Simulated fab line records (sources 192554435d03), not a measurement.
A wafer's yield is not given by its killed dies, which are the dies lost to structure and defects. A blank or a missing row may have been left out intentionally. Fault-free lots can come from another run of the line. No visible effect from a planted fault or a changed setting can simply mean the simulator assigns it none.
fab line records / flow n5_finfet / part 2 of 2: steps 20 to 28 of 28
record: lots: 5 wafers: 15 last_day: 17
route steps=1938 shown SD_EPI_N@293 SD_EPI_P@295
lots that met no fault: from a run of the same line without faults
start_h: the number of hours between the record's first day and the start of the first shown wafer of the lot / wait_h: hours since the lot's step before / " same as the row above / L1.1+2: a row that stands for several wafers / - either no value or no given start / * or withheld: withheld / < > ~ a bound
route shown NAME@n: NAME is a module with steps in the file, n the number in the route of the first one / usual: mean/standard deviation taken from wafers without a fault / same: alike in all rows / chamber/n: place in a boat / sites: per-site readings / _std_site: standard deviation across them / _edge_site: the outer-site mean with the inner-site mean subtracted / radius_mm: how far each site lies from the wafer's centre / mask NAME#n: copy n / behind: the last tool/chamber to shape the wafer / hold: why the lot went on hold/how many hours it stayed there/how the hold came to an end / device: the transistor (n, p or np) that didn't switch / end of line: the route-end tests of the same wafers / where a step has no rows: the recipe by itself / killed: the dies lost at the first sort to structure and to defects; this is not the yield of the wafer / map: a wafer's dies, marking killed ones x, the rest . and places with no die _
set.NAME: the setting that was run; set.NAME@STEP: the one run at that earlier step / model.NAME: the simulator's own value behind a step, which no gauge read
a table for each step, a row for each wafer; lots at some steps of the route
services: from which hour (start_h, from the record's first day; less than 0 if before it) a tool's chamber was out of use, for how many hours, and why
== steps ==
step: N5_SD_EPI_P_ETCH_16
recipe: chemistry: CHF3/O2 target: SiO2 target_depth_a: 50 mask_material: SOC pressure_mtorr: 30 source_w: 650 bias_w: 170 Ar_flow_sccm: 200 CHF3_flow_sccm: 50 O2_flow_sccm: 5 ion_energy_ev: 200
usual: bias_w: 170.0/0.54 drypump_motor_current_A: 5.6/0.52 mfc_ar_sccm: 200.0/0.6 oes_o_777_au: 0.78/0.062 oes_product_au: 0.78/0.067 rf_vpp_V: 523/10 showerhead_plenum_p_Torr: 2.44/0.098 throttle_valve_pct: 18.98/0.2
lot.wafer=L087.1 tool=rie_diel-03 chamber=0 start_h=134.00 wait_h=0.1 bias_w=169.8 drypump_motor_current_A=5.3 mfc_ar_sccm=200.9 oes_o_777_au=0.75 oes_product_au=0.75 rf_hours_counter_h=165 rf_vpp_V=507 showerhead_plenum_p_Torr=2.41 throttle_valve_pct=19.20
lot.wafer=L087.2 tool=rie_diel-03 chamber=3 start_h=134.00 wait_h=0.1 bias_w=169.6 drypump_motor_current_A=5.8 mfc_ar_sccm=201.4 oes_o_777_au=0.78 oes_product_au=0.79 rf_hours_counter_h=95 rf_vpp_V=537 showerhead_plenum_p_Torr=2.52 throttle_valve_pct=18.92
lot.wafer=L087.3 tool=rie_diel-03 chamber=1 start_h=134.00 wait_h=0.1 bias_w=169.7 drypump_motor_current_A=5.2 mfc_ar_sccm=199.9 oes_o_777_au=0.75 oes_product_au=0.74 rf_hours_counter_h=142 rf_vpp_V=505 showerhead_plenum_p_Torr=2.42 throttle_valve_pct=19.14
lot.wafer=L088.1 tool=rie_diel-01 chamber=0 start_h=140.74 wait_h=0.1 bias_w=169.6 drypump_motor_current_A=6.2 mfc_ar_sccm=199.6 oes_o_777_au=0.72 oes_product_au=0.73 rf_hours_counter_h=177 rf_vpp_V=523 showerhead_plenum_p_Torr=2.49 throttle_valve_pct=18.99
lot.wafer=L088.2 tool=rie_diel-01 chamber=3 start_h=140.74 wait_h=0.1 bias_w=170.1 drypump_motor_current_A=5.2 mfc_ar_sccm=200.2 oes_o_777_au=0.76 oes_product_au=0.77 rf_hours_counter_h=146 rf_vpp_V=514 showerhead_plenum_p_Torr=2.43 throttle_valve_pct=19.21
lot.wafer=L088.4 tool=rie_diel-01 chamber=1 start_h=140.74 wait_h=0.1 bias_w=170.7 drypump_motor_current_A=5.8 mfc_ar_sccm=201.0 oes_o_777_au=0.87 oes_product_au=0.86 rf_hours_counter_h=31 rf_vpp_V=528 showerhead_plenum_p_Torr=2.54 throttle_valve_pct=19.00
lot.wafer=L089.2 tool=rie_diel-03 chamber=1 start_h=145.44 wait_h=0.1 bias_w=170.2 drypump_motor_current_A=5.2 mfc_ar_sccm=200.0 oes_o_777_au=0.75 oes_product_au=0.74 rf_hours_counter_h=145 rf_vpp_V=505 showerhead_plenum_p_Torr=2.42 throttle_valve_pct=19.13
lot.wafer=L089.5 tool=rie_diel-03 chamber=0 start_h=145.44 wait_h=0.1 bias_w=171.0 drypump_motor_current_A=5.3 mfc_ar_sccm=199.2 oes_o_777_au=0.75 oes_product_au=0.74 rf_hours_counter_h=- rf_vpp_V=508 showerhead_plenum_p_Torr=2.41 throttle_valve_pct=19.22
lot.wafer=L089.6 tool=rie_diel-03 chamber=3 start_h=145.44 wait_h=0.1 bias_w=169.5 drypump_motor_current_A=5.8 mfc_ar_sccm=200.2 oes_o_777_au=0.78 oes_product_au=0.78 rf_hours_counter_h=- rf_vpp_V=537 showerhead_plenum_p_Torr=2.52 throttle_valve_pct=18.93
lot.wafer=L091.1 tool=rie_diel-01 chamber=0 start_h=157.00 wait_h=0.1 bias_w=171.2 drypump_motor_current_A=6.2 mfc_ar_sccm=200.1 oes_o_777_au=0.72 oes_product_au=0.71 rf_hours_counter_h=182 rf_vpp_V=522 showerhead_plenum_p_Torr=2.49 throttle_valve_pct=18.97
lot.wafer=L091.4 tool=rie_diel-01 chamber=1 start_h=157.00 wait_h=0.1 bias_w=170.0 drypump_motor_current_A=5.9 mfc_ar_sccm=200.1 oes_o_777_au=0.86 oes_product_au=0.87 rf_hours_counter_h=36 rf_vpp_V=528 showerhead_plenum_p_Torr=2.54 throttle_valve_pct=18.99
lot.wafer=L091.6 tool=rie_diel-01 chamber=2 start_h=157.00 wait_h=0.1 bias_w=169.1 drypump_motor_current_A=4.8 mfc_ar_sccm=199.7 oes_o_777_au=0.93 oes_product_au=0.96 rf_hours_counter_h=- rf_vpp_V=517 showerhead_plenum_p_Torr=2.56 throttle_valve_pct=18.79
lot.wafer=L097.1 tool=rie_diel-01 chamber=0 start_h=192.08 wait_h=0.1 bias_w=170.3 drypump_motor_current_A=6.2 mfc_ar_sccm=199.7 oes_o_777_au=0.71 oes_product_au=0.70 rf_hours_counter_h=192 rf_vpp_V=523 showerhead_plenum_p_Torr=2.49 throttle_valve_pct=18.99
lot.wafer=L097.2 tool=rie_diel-01 chamber=2 start_h=192.08 wait_h=0.1 bias_w=168.9 drypump_motor_current_A=4.8 mfc_ar_sccm=199.3 oes_o_777_au=0.91 oes_product_au=0.93 rf_hours_counter_h=21 rf_vpp_V=517 showerhead_plenum_p_Torr=2.56 throttle_valve_pct=18.83
lot.wafer=L097.5 tool=rie_diel-01 chamber=3 start_h=192.08 wait_h=0.1 bias_w=170.2 drypump_motor_current_A=5.2 mfc_ar_sccm=199.3 oes_o_777_au=0.76 oes_product_au=0.76 rf_hours_counter_h=- rf_vpp_V=514 showerhead_plenum_p_Torr=2.42 throttle_valve_pct=19.23
step: N5_SD_EPI_P_STRIP_50
recipe: chemistry: CHF3/O2 resist: SiARC rf_frequency_hz: 6e+07
lot.wafer=L087.1+2+3 tool=rie_diel-03 chamber=0,3,1 start_h=134.04 wait_h=0.0
lot.wafer=L088.1+2+4 tool=rie_diel-01 chamber=0,3,1 start_h=140.78 wait_h=0.0
lot.wafer=L089.2+5+6 tool=rie_diel-03 chamber=1,0,3 start_h=145.48 wait_h=0.0
lot.wafer=L091.1+4+6 tool=rie_diel-01 chamber=0,1,2 start_h=157.04 wait_h=0.0
lot.wafer=L097.1+2+5 tool=rie_diel-01 chamber=0,2,3 start_h=192.12 wait_h=0.0
step: N5_SD_EPI_P_SD_RECESS_17
recipe: chemistry: HBr/Cl2/O2 target_depth_a: 391 bt_time_s: 3 pressure_mtorr: 10 icp_w: 800 bias_w: 112 HBr_flow_sccm: 150 Cl2_flow_sccm: 80 O2_flow_sccm: 12
usual: bias_w: 112.0/0.31 drypump_motor_current_A: 5.7/0.38 mfc_cl2_sccm: 80.00/0.25 oes_o_777_au: 1.004/0.019 oes_product_au: 1.004/0.016 throttle_valve_pct: 36.9/0.4
lot.wafer=L087.1 tool=rie_si-02 chamber=1 start_h=134.07 wait_h=0.0 bias_w=112.2 drypump_motor_current_A=6.0 mfc_cl2_sccm=79.75 oes_o_777_au=1.026 oes_product_au=1.031 rf_hours_counter_h=1 throttle_valve_pct=36.4
lot.wafer=L087.2 tool=rie_si-02 chamber=3 start_h=134.07 wait_h=0.0 bias_w=112.0 drypump_motor_current_A=5.6 mfc_cl2_sccm=80.24 oes_o_777_au=1.007 oes_product_au=1.012 rf_hours_counter_h=26 throttle_valve_pct=37.0
lot.wafer=L087.3 tool=rie_si-02 chamber=0 start_h=134.07 wait_h=0.0 bias_w=111.8 drypump_motor_current_A=5.5 mfc_cl2_sccm=79.93 oes_o_777_au=0.968 oes_product_au=0.974 rf_hours_counter_h=134 throttle_valve_pct=37.0
lot.wafer=L088.1 tool=rie_si-02 chamber=0 start_h=140.81 wait_h=0.0 bias_w=111.6 drypump_motor_current_A=5.5 mfc_cl2_sccm=80.00 oes_o_777_au=0.972 oes_product_au=0.982 rf_hours_counter_h=134 throttle_valve_pct=37.0
lot.wafer=L088.2 tool=rie_si-02 chamber=1 start_h=140.81 wait_h=0.0 bias_w=112.0 drypump_motor_current_A=6.0 mfc_cl2_sccm=79.96 oes_o_777_au=1.026 oes_product_au=1.024 rf_hours_counter_h=1 throttle_valve_pct=36.4
lot.wafer=L088.4 tool=rie_si-02 chamber=2 start_h=140.81 wait_h=0.0 bias_w=112.2 drypump_motor_current_A=6.2 mfc_cl2_sccm=80.72 oes_o_777_au=0.985 oes_product_au=0.990 rf_hours_counter_h=45 throttle_valve_pct=37.1
lot.wafer=L089.2 tool=rie_si-04 chamber=3 start_h=145.51 wait_h=0.0 bias_w=112.1 drypump_motor_current_A=5.5 mfc_cl2_sccm=80.07 oes_o_777_au=1.016 oes_product_au=1.003 rf_hours_counter_h=114 throttle_valve_pct=37.0
lot.wafer=L089.5 tool=rie_si-04 chamber=2 start_h=145.51 wait_h=0.0 bias_w=111.7 drypump_motor_current_A=5.8 mfc_cl2_sccm=80.44 oes_o_777_au=1.007 oes_product_au=0.979 rf_hours_counter_h=- throttle_valve_pct=36.4
lot.wafer=L089.6 tool=rie_si-04 chamber=3 start_h=145.51 wait_h=0.0 bias_w=111.7 drypump_motor_current_A=5.5 mfc_cl2_sccm=80.10 oes_o_777_au=1.022 oes_product_au=1.008 rf_hours_counter_h=- throttle_valve_pct=37.0
lot.wafer=L091.1 tool=rie_si-02 chamber=3 start_h=157.07 wait_h=0.0 bias_w=111.6 drypump_motor_current_A=5.6 mfc_cl2_sccm=80.29 oes_o_777_au=1.014 oes_product_au=1.016 rf_hours_counter_h=26 throttle_valve_pct=37.0
lot.wafer=L091.4 tool=rie_si-02 chamber=0 start_h=157.07 wait_h=0.0 bias_w=111.4 drypump_motor_current_A=5.5 mfc_cl2_sccm=80.40 oes_o_777_au=0.977 oes_product_au=0.980 rf_hours_counter_h=134 throttle_valve_pct=37.0
lot.wafer=L091.6 tool=rie_si-02 chamber=0 start_h=157.07 wait_h=0.0 bias_w=112.0 drypump_motor_current_A=5.5 mfc_cl2_sccm=79.89 oes_o_777_au=0.978 oes_product_au=0.978 rf_hours_counter_h=- throttle_valve_pct=37.0
lot.wafer=L097.1 tool=rie_si-01 chamber=3 start_h=192.15 wait_h=0.0 bias_w=112.1 drypump_motor_current_A=5.3 mfc_cl2_sccm=80.23 oes_o_777_au=1.002 oes_product_au=1.006 rf_hours_counter_h=165 throttle_valve_pct=36.7
lot.wafer=L097.2 tool=rie_si-01 chamber=2 start_h=192.15 wait_h=0.0 bias_w=111.8 drypump_motor_current_A=4.8 mfc_cl2_sccm=80.25 oes_o_777_au=1.027 oes_product_au=1.023 rf_hours_counter_h=49 throttle_valve_pct=37.0
lot.wafer=L097.5 tool=rie_si-01 chamber=0 start_h=192.15 wait_h=0.0 bias_w=112.9 drypump_motor_current_A=4.9 mfc_cl2_sccm=80.25 oes_o_777_au=0.983 oes_product_au=0.993 rf_hours_counter_h=- throttle_valve_pct=38.1
step: N5_SD_EPI_P_WET_ETCH_45
recipe: chemistry: dHF dilution: withheld time_s: 10.7 target: SiO2 target_depth_a: 20 temp_c: 25 dry: ipa_marangoni rinse_time_s: 30 rinse_temp_c: 23
lot.wafer=L087.1+2+3 tool=wet_bench-03 chamber=0,1,5 start_h=134.17 wait_h=0.1
lot.wafer=L088.1+2+4 tool=wet_bench-03 chamber=3,2,7 start_h=140.90 wait_h=0.1
lot.wafer=L089.2+5+6 tool=wet_bench-05 chamber=5,1,0 start_h=145.60 wait_h=0.1
lot.wafer=L091.1+4+6 tool=wet_bench-03 chamber=0,4,3 start_h=157.17 wait_h=0.1
lot.wafer=L097.1+2+5 tool=wet_bench-05 chamber=2,7,3 start_h=192.25 wait_h=0.1
step: N5_SD_EPI_P_STRIP_40
recipe: chemistry: N2/H2 power_w: 1000 temp_c: 250 h2_frac: 0.65 overash_fraction: 0.3 pressure_mtorr: withheld n2_flow_sccm: 1750 h2_flow_sccm: 3250
usual: drypump_motor_current_A: 5.6/0.62 h2_flow_sccm: 3251/9.1 heater_power_w: 335/54 oes_product_au: 0.761/0.011
lot.wafer=L087.1 tool=plasma_asher-01 chamber=1 start_h=134.31 wait_h=0.1 drypump_motor_current_A=6.5 h2_flow_sccm=3246 heater_power_w=272 oes_product_au=0.753 rf_hours_counter_h=97
lot.wafer=L087.2 tool=plasma_asher-01 chamber=0 start_h=134.31 wait_h=0.1 drypump_motor_current_A=5.1 h2_flow_sccm=3249 heater_power_w=336 oes_product_au=0.768 rf_hours_counter_h=97
lot.wafer=L087.3 tool=plasma_asher-01 chamber=0 start_h=134.31 wait_h=0.1 drypump_motor_current_A=5.1 h2_flow_sccm=3247 heater_power_w=338 oes_product_au=0.753 rf_hours_counter_h=-
lot.wafer=L088.1 tool=plasma_asher-01 chamber=1 start_h=140.95 wait_h=0.0 drypump_motor_current_A=6.5 h2_flow_sccm=3255 heater_power_w=268 oes_product_au=0.764 rf_hours_counter_h=98
lot.wafer=L088.2 tool=plasma_asher-01 chamber=0 start_h=140.95 wait_h=0.0 drypump_motor_current_A=5.1 h2_flow_sccm=3259 heater_power_w=338 oes_product_au=0.768 rf_hours_counter_h=98
lot.wafer=L088.4 tool=plasma_asher-01 chamber=1 start_h=140.95 wait_h=0.0 drypump_motor_current_A=6.5 h2_flow_sccm=3246 heater_power_w=262 oes_product_au=0.766 rf_hours_counter_h=-
lot.wafer=L089.2 tool=plasma_asher-01 chamber=0 start_h=145.65 wait_h=0.0 drypump_motor_current_A=5.1 h2_flow_sccm=3262 heater_power_w=338 oes_product_au=0.769 rf_hours_counter_h=99
lot.wafer=L089.5 tool=plasma_asher-01 chamber=0 start_h=145.65 wait_h=0.0 drypump_motor_current_A=5.1 h2_flow_sccm=3249 heater_power_w=340 oes_product_au=0.768 rf_hours_counter_h=-
lot.wafer=L089.6 tool=plasma_asher-01 chamber=1 start_h=145.65 wait_h=0.0 drypump_motor_current_A=6.5 h2_flow_sccm=3246 heater_power_w=271 oes_product_au=0.744 rf_hours_counter_h=-
lot.wafer=L091.1 tool=plasma_asher-02 chamber=0 start_h=157.24 wait_h=0.0 drypump_motor_current_A=5.5 h2_flow_sccm=3254 heater_power_w=336 oes_product_au=0.764 rf_hours_counter_h=51
lot.wafer=L091.4 tool=plasma_asher-02 chamber=0 start_h=157.24 wait_h=0.0 drypump_motor_current_A=5.5 h2_flow_sccm=3262 heater_power_w=341 oes_product_au=0.764 rf_hours_counter_h=-
lot.wafer=L091.6 tool=plasma_asher-02 chamber=0 start_h=157.24 wait_h=0.0 drypump_motor_current_A=5.5 h2_flow_sccm=3245 heater_power_w=348 oes_product_au=0.778 rf_hours_counter_h=-
lot.wafer=L097.1 tool=plasma_asher-01 chamber=1 start_h=192.30 wait_h=0.0 drypump_motor_current_A=6.5 h2_flow_sccm=3262 heater_power_w=270 oes_product_au=0.769 rf_hours_counter_h=106
lot.wafer=L097.2 tool=plasma_asher-01 chamber=0 start_h=192.30 wait_h=0.0 drypump_motor_current_A=5.1 h2_flow_sccm=3245 heater_power_w=340 oes_product_au=0.766 rf_hours_counter_h=106
lot.wafer=L097.5 tool=plasma_asher-01 chamber=0 start_h=192.30 wait_h=0.0 drypump_motor_current_A=5.1 h2_flow_sccm=3249 heater_power_w=340 oes_product_au=0.753 rf_hours_counter_h=-
step: N5_SD_EPI_P_PRECLEAN_52
recipe: chemistry: O3/DIW time_s: 60 temp_c: 22 o3_ppm: 10
lot.wafer=L087.1+2+3 tool=wet_bench-06 chamber=4,1,3 start_h=134.39 wait_h=-
lot.wafer=L088.1+2+4 tool=wet_bench-05 chamber=1,0,4 start_h=141.04 wait_h=-
lot.wafer=L089.2+5+6 tool=wet_bench-06 chamber=4,1,6 start_h=145.74 wait_h=-
lot.wafer=L091.1+4+6 tool=wet_bench-05 chamber=7,0,1 start_h=157.33 wait_h=-
lot.wafer=L097.1+2+5 tool=wet_bench-06 chamber=4,2,3 start_h=192.38 wait_h=-
step: N5_SD_EPI_P_SRD_20
recipe: dry: ipa_marangoni do_ppb: 5 time_s: 30 temp_c: 23 rinse_liquid: diw
usual: do_ppb: 5.00/0.053
lot.wafer=L087.1 tool=wet_bench-06 chamber=4 start_h=134.41 wait_h=0.0 do_ppb=4.94
lot.wafer=L087.2 tool=wet_bench-06 chamber=1 start_h=134.41 wait_h=0.0 do_ppb=4.95
lot.wafer=L087.3 tool=wet_bench-06 chamber=3 start_h=134.41 wait_h=0.0 do_ppb=4.94
lot.wafer=L088.1 tool=wet_bench-05 chamber=1 start_h=141.06 wait_h=0.0 do_ppb=5.01
lot.wafer=L088.2 tool=wet_bench-05 chamber=0 start_h=141.06 wait_h=0.0 do_ppb=4.94
lot.wafer=L088.4 tool=wet_bench-05 chamber=4 start_h=141.06 wait_h=0.0 do_ppb=4.93
lot.wafer=L089.2 tool=wet_bench-06 chamber=4 start_h=145.76 wait_h=0.0 do_ppb=5.04
lot.wafer=L089.5 tool=wet_bench-06 chamber=1 start_h=145.76 wait_h=0.0 do_ppb=4.95
lot.wafer=L089.6 tool=wet_bench-06 chamber=6 start_h=145.76 wait_h=0.0 do_ppb=4.96
lot.wafer=L091.1 tool=wet_bench-05 chamber=7 start_h=157.35 wait_h=0.0 do_ppb=5.00
lot.wafer=L091.4 tool=wet_bench-05 chamber=0 start_h=157.35 wait_h=0.0 do_ppb=4.94
lot.wafer=L091.6 tool=wet_bench-05 chamber=1 start_h=157.35 wait_h=0.0 do_ppb=4.96
lot.wafer=L097.1 tool=wet_bench-06 chamber=4 start_h=192.40 wait_h=0.0 do_ppb=4.95
lot.wafer=L097.2 tool=wet_bench-06 chamber=2 start_h=192.40 wait_h=0.0 do_ppb=5.06
lot.wafer=L097.5 tool=wet_bench-06 chamber=3 start_h=192.40 wait_h=0.0 do_ppb=5.01
step: N5_SD_EPI_P_PRECLEAN_51
recipe: chemistry: NF3:NH3 afs_cycles: 1 temp_c: 30 time_s: 20 sublimation_temp_c: 180 sublimation_time_s: 60 pressure_torr: 3 rf_power_w: 30
usual: chamber_pressure_Torr: 2.999/0.0059
same: sublimation_time_s: 60
lot.wafer=L087.1 tool=epi_rpcvd-03 chamber=0 start_h=134.46 wait_h=0.0 chamber_pressure_Torr=2.990
lot.wafer=L087.2 tool=epi_rpcvd-03 chamber=0 start_h=134.46 wait_h=0.0 chamber_pressure_Torr=3.002
lot.wafer=L087.3 tool=epi_rpcvd-03 chamber=0 start_h=134.46 wait_h=0.0 chamber_pressure_Torr=3.014
lot.wafer=L088.1 tool=epi_rpcvd-01 chamber=0 start_h=141.11 wait_h=0.0 chamber_pressure_Torr=2.993
lot.wafer=L088.2 tool=epi_rpcvd-01 chamber=0 start_h=141.11 wait_h=0.0 chamber_pressure_Torr=3.000
lot.wafer=L088.4 tool=epi_rpcvd-01 chamber=0 start_h=141.11 wait_h=0.0 chamber_pressure_Torr=2.994
lot.wafer=L089.2 tool=epi_rpcvd-03 chamber=0 start_h=145.85 wait_h=0.1 chamber_pressure_Torr=2.990
lot.wafer=L089.5 tool=epi_rpcvd-03 chamber=0 start_h=145.85 wait_h=0.1 chamber_pressure_Torr=3.000
lot.wafer=L089.6 tool=epi_rpcvd-03 chamber=0 start_h=145.85 wait_h=0.1 chamber_pressure_Torr=2.996
lot.wafer=L091.1 tool=epi_rpcvd-01 chamber=0 start_h=157.39 wait_h=0.0 chamber_pressure_Torr=3.003
lot.wafer=L091.4 tool=epi_rpcvd-01 chamber=0 start_h=157.39 wait_h=0.0 chamber_pressure_Torr=2.997
lot.wafer=L091.6 tool=epi_rpcvd-01 chamber=0 start_h=157.39 wait_h=0.0 chamber_pressure_Torr=2.997
lot.wafer=L097.1 tool=epi_rpcvd-03 chamber=0 start_h=192.45 wait_h=0.0 chamber_pressure_Torr=2.988
lot.wafer=L097.2 tool=epi_rpcvd-03 chamber=0 start_h=192.45 wait_h=0.0 chamber_pressure_Torr=2.996
lot.wafer=L097.5 tool=epi_rpcvd-03 chamber=0 start_h=192.45 wait_h=0.0 chamber_pressure_Torr=3.005
step: N5_SD_EPI_P_VAPOR_ETCH_44
recipe: chemistry: NF3/Ar target: SiGe30 temp_c: 25 time_s: 3.3 mode: isotropic
lot.wafer=L087.1+2+3 tool=epi_rpcvd-03 chamber=0 start_h=134.64 wait_h=0.1
lot.wafer=L088.1+2+4 tool=epi_rpcvd-01 chamber=0 start_h=141.35 wait_h=0.2
lot.wafer=L089.2+5+6 tool=epi_rpcvd-03 chamber=0 start_h=146.09 wait_h=0.2
lot.wafer=L091.1+4+6 tool=epi_rpcvd-01 chamber=0 start_h=157.57 wait_h=0.1
lot.wafer=L097.1+2+5 tool=epi_rpcvd-03 chamber=0 start_h=192.63 wait_h=0.1
== services ==
tool=rie_si-02 chamber=2 start_h=112.41 hours=5.3 kind=repair
tool=wet_bench-03 chamber=- start_h=114.68 hours=2.2 kind=repair
tool=rie_si-02 chamber=0 start_h=115.30 hours=3.1 kind=repair
tool=plasma_asher-02 chamber=- start_h=120.23 hours=10.0 kind=pm
tool=arfi_scanner-02 chamber=- start_h=121.20 hours=0.8 kind=pm
tool=rie_diel-01 chamber=- start_h=127.88 hours=1.2 kind=repair
tool=rie_si-04 chamber=3 start_h=131.12 hours=3.7 kind=repair
tool=rie_si-04 chamber=1 start_h=137.08 hours=5.5 kind=repair
tool=rie_diel-03 chamber=- start_h=138.91 hours=0.2 kind=repair
tool=arfi_scanner-01 chamber=- start_h=143.65 hours=1.3 kind=pm
tool=ald_sin-02 chamber=1 start_h=145.62 hours=15.5 kind=repair
tool=arfi_scanner-03 chamber=- start_h=150.42 hours=1.3 kind=pm
tool=rie_diel-03 chamber=2 start_h=153.41 hours=8.3 kind=repair
tool=ald_sin-03 chamber=- start_h=154.15 hours=14.6 kind=pm
tool=arfi_scanner-02 chamber=- start_h=155.98 hours=0.3 kind=repair
tool=arfi_scanner-03 chamber=- start_h=159.33 hours=0.8 kind=pm
tool=rie_diel-03 chamber=1 start_h=168.76 hours=2.7 kind=repair
tool=plasma_asher-01 chamber=- start_h=171.54 hours=10.0 kind=pm
tool=ald_sin-02 chamber=- start_h=171.60 hours=0.4 kind=repair
tool=epi_rpcvd-03 chamber=- start_h=176.53 hours=14.6 kind=pm
tool=rie_diel-01 chamber=1 start_h=178.44 hours=15.9 kind=repair
tool=arfi_scanner-02 chamber=- start_h=179.49 hours=1.8 kind=repair
tool=arfi_scanner-03 chamber=- start_h=191.94 hours=4.9 kind=pm
tool=arfi_scanner-02 chamber=- start_h=192.42 hours=1.0 kind=pm
